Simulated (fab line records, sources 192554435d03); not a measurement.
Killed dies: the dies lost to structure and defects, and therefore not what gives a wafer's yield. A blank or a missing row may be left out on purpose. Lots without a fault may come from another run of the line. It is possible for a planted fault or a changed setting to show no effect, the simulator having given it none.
Chamber matching | flow n5 finfet | rie diel-01 running N5_FIN_SAQP_DESCUM_21: 4 sister chambers
The step chemistry O2, time 7.9 s. 4 wafers are shown with their chamber, then 12 later ones without.

WAFERS WITH THEIR CHAMBER
wafer  | chamber | drypump motor current A (A)
L092.3 | 1       | 5.7
L092.4 | 2       | 4.9
L092.5 | 3       | 5.2
L092.6 | 0       | 6.5

WAFERS WITH NO CHAMBER GIVEN
wafer  | drypump motor current A (A)
L093.3 | 5.2
L093.4 | 5.6
L093.5 | 4.9
L094.1 | 5.2
L094.2 | 5.7
L094.3 | 5.0
L095.1 | 5.7
L095.2 | 5.0
L095.3 | 5.2
L095.4 | 6.5
L095.5 | 5.2
L095.6 | 6.5

WHICH CHAMBER EACH ONE RAN IN
wafer  | from the rows above | in truth
L093.3 | 3                   | 3
L093.4 | 1                   | 1
L093.5 | 2                   | 2
L094.1 | 3                   | 3
L094.2 | 1                   | 1
L094.3 | 2                   | 2
L095.1 | 1                   | 1
L095.2 | 2                   | 2
L095.3 | 3                   | 3
L095.4 | 0                   | 0
L095.5 | 3                   | 3
L095.6 | 0                   | 0
Correctly placed: 12 of 12. From these rows, 0 cannot be placed. Wrongly placed: 0.
How it was worked out, from the rows above alone: a wafer's distance from a chamber is the root of the sum, over the readings, of the square of ((its reading less the chamber's mean) divided by the reading's scatter). If the next closest chamber is less than 2 further off than the closest, the wafer can't be placed; otherwise it belongs to the closest. For every chamber, the mean is computed from those of its wafers that are shown. The scatter (one wafer shown for each chamber): square how far every hidden wafer sits from the nearest shown wafer, average those squares and take the square root.
